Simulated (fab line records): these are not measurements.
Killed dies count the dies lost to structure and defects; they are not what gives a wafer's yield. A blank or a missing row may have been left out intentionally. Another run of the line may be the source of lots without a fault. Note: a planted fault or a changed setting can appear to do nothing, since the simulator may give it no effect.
A struck lot beside a sound one    flow nand-harc    15 steps out of a route of 1159
Sound: wafers L278.3, L278.4, L278.6. Wafers struck: L292.1, L292.2, L292.4. The cause is named last.
Order at every step that has rows: each side's tool, ch and its chambers, its first start. Under that, the readings that differ: sound wafers    struck wafers    difference of the means    sigmas: that difference in standard deviations of wafers without a fault.
alike: words and numbers the same on both sides, and readings whose means are apart by under 2 such deviations; not compared: readings that were withheld, readings missing a value for some wafer, numbers with overlapping values and no deviation given by the record, and bounds like >300 which may hide the same value.
Wherever a step has rows on one side only, a row that says differs or no value, or a row with sigmas, the two part there. Non-overlapping numbers with no deviation appear without sigmas and do not part them. A reading missing from all wafers of one side parts the sides only when that side holds two or more wafers.

NHARC_A_CHANNEL_HOLE_D1_CD_MEAS_30:
  sound on cd-sem-01 at day 8 22:02; struck on cd-sem-03 at day 11 22:20
  alike: cd-nm
NHARC_A_CHANNEL_HOLE_D1_XSEM_31:
  sound on xsem-01 ch 0, day 8 22:07; struck on xsem-02 ch 0, day 11 22:26
  alike: bot-cd-nm, bow-nm, tilt-deg
NHARC_A_CHANNEL_HOLE_D1_INSPECT_40:
  sound on defect-inspect-02 at day 8 22:13; struck on defect-inspect-02 at day 11 22:32
  alike: raw-defect-count
then, 2 steps without rows for these wafers: NHARC_A_CHANNEL_FILL_D1_PRECLEAN_00 (cleans in SC1); NHARC_A_CHANNEL_FILL_D1_SRD_01.
NHARC_A_CHANNEL_FILL_D1_ALD_02: deposits SiO2, target thk 6 nm, pulse time 10 s, ald cycles 60.
  sound on ald-hk-03 ch 1,2, day 8 22:38; struck on ald-hk-02 ch 0,2,3, day 11 22:43
reading             sound        struck       difference  sigmas
heater-power-w (W)  393 450 396  577 678 583  +200        +3
  alike: precursor-pulse-height-rel
then, 1 step without rows for these wafers: NHARC_A_CHANNEL_FILL_D1_ALD_03 (deposits SiNx, target thk 6 nm, pulse time 60 s, ald cycles 58).
NHARC_A_CHANNEL_FILL_D1_ALD_14: deposits SiO2, target thk 2.5 nm, pulse time 10 s, ald cycles 25.
  sound on ald-hk-03 ch 0,1,2, day 9 05:38; struck on ald-hk-02 ch 0,1,3, day 12 05:46
  alike: heater-power-w, precursor-pulse-height-rel
NHARC_A_CHANNEL_FILL_D1_ALD_15: deposits SiNx, target thk 2 nm, pulse time 60 s, ald cycles 19.
  sound on ald-sin-batch-01 ch 0; struck on ald-sin-batch-01 ch 0, day 12 09:07
  alike: precursor-pulse-height-rel
then, 3 steps without rows for these wafers: NHARC_A_CHANNEL_FILL_D1_ALD_16 (deposits SiO2, target thk 1.5 nm, pulse time 10 s, ald cycles 15); NHARC_A_CHANNEL_FILL_D1_ANNEAL_17 (time 1800 s); NHARC_A_CHANNEL_FILL_D1_CVD_18 (deposits poly-Si, target thk 3 nm).
NHARC_A_CHANNEL_FILL_D1_ETCHBACK_19: etches the open film in HBr/Cl2, target depth 5 nm, time 1.7 s.
  sound on rie-si-01 ch 0,1,2, day 9 22:34; struck on rie-si-01 ch 1,2,3, day 12 23:03
reading                sound              struck             difference  sigmas
oes-product-au (a.u.)  0.999 0.996 0.999  1.242 1.232 1.237  +0.239      +38
  alike: chamber-pressure-mTorr, drypump-motor-current-A, throttle-valve-pct
  not compared: rf-hours-counter-h
NHARC_A_CHANNEL_FILL_D1_ETCHBACK_20: etches the open film in C4F8/O2/Ar, target depth 27 nm, time 13.5 s.
  sound on rie-diel-07 ch 1,2, day 9 22:41; struck on rie-diel-03 ch 0,2,3, day 12 23:11
reading                sound           struck          difference  sigmas
oes-product-au (a.u.)  0.91 0.92 0.93  1.00 1.00 1.00  +0.08       +2
  alike: chamber-pressure-mTorr, rf-vpp-V
  not compared: rf-hours-counter-h
then, 1 step without rows for these wafers: NHARC_END_SORT_01.

WHERE THEY PART
Last at NHARC_A_CHANNEL_FILL_D1_ETCHBACK_20 as far as this record goes, first at NHARC_A_CHANNEL_FILL_D1_ALD_02.

WHY: what the simulator had put in
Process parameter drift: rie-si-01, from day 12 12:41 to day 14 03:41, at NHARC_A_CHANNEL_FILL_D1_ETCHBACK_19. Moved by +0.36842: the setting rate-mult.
